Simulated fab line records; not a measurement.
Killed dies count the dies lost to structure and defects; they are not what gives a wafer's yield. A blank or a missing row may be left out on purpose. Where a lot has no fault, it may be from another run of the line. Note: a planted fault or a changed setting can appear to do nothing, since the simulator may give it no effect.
Chamber matching	flow n5 finfet	N5_FIN_SAQP_SPACER2_ETCHBACK_29 on rie diel-04 has 4 sister chambers
The step etches SiO2 in CHF3/O2, target depth 12.2 nm, time 6.1 s. 4 wafers are shown with their chamber, then 10 later ones without.

== WAFERS PAIRED WITH THEIR CHAMBERS ==
wafer	chamber	showerhead plenum p Torr (Torr)
L082.1	1	2.37
L084.3	2	2.36
L089.2	0	2.39
L089.3	3	2.55

== WAFERS WHOSE CHAMBER IS MISSING ==
wafer	showerhead plenum p Torr (Torr)
L089.6	2.39
L092.1	2.55
L092.4	2.38
L092.6	2.38
L094.2	2.37
L094.3	2.55
L094.4	2.35
L097.1	2.38
L097.4	2.55
L097.5	2.35

== THE CHAMBER EACH PASSED THROUGH ==
wafer	from the rows above	in truth
L089.6	0	0
L092.1	3	3
L092.4	can't be placed: 1 or 0 or 2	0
L092.6	can't be placed: 1 or 0 or 2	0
L094.2	can't be placed: 1 or 2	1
L094.3	3	3
L094.4	can't be placed: 2 or 1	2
L097.1	can't be placed: 1 or 0 or 2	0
L097.4	3	3
L097.5	can't be placed: 2 or 1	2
Correctly placed: 4 of 10. Cannot be placed on the basis of these rows: 6; the candidates contain the true chamber in 6. Number placed wrongly: 0.
How it was worked out, from the rows above alone: a wafer's distance from a chamber is the root of the sum, over the readings, of the square of ((its reading less the chamber's mean) divided by the reading's scatter). If the next closest chamber is less than 2 further off than the closest, the wafer can't be placed; otherwise it belongs to the closest. A chamber's mean is the mean of its shown wafers. The scatter: with one shown wafer a chamber, the root of the mean of the squares of how far each hidden wafer lies from its nearest shown one.
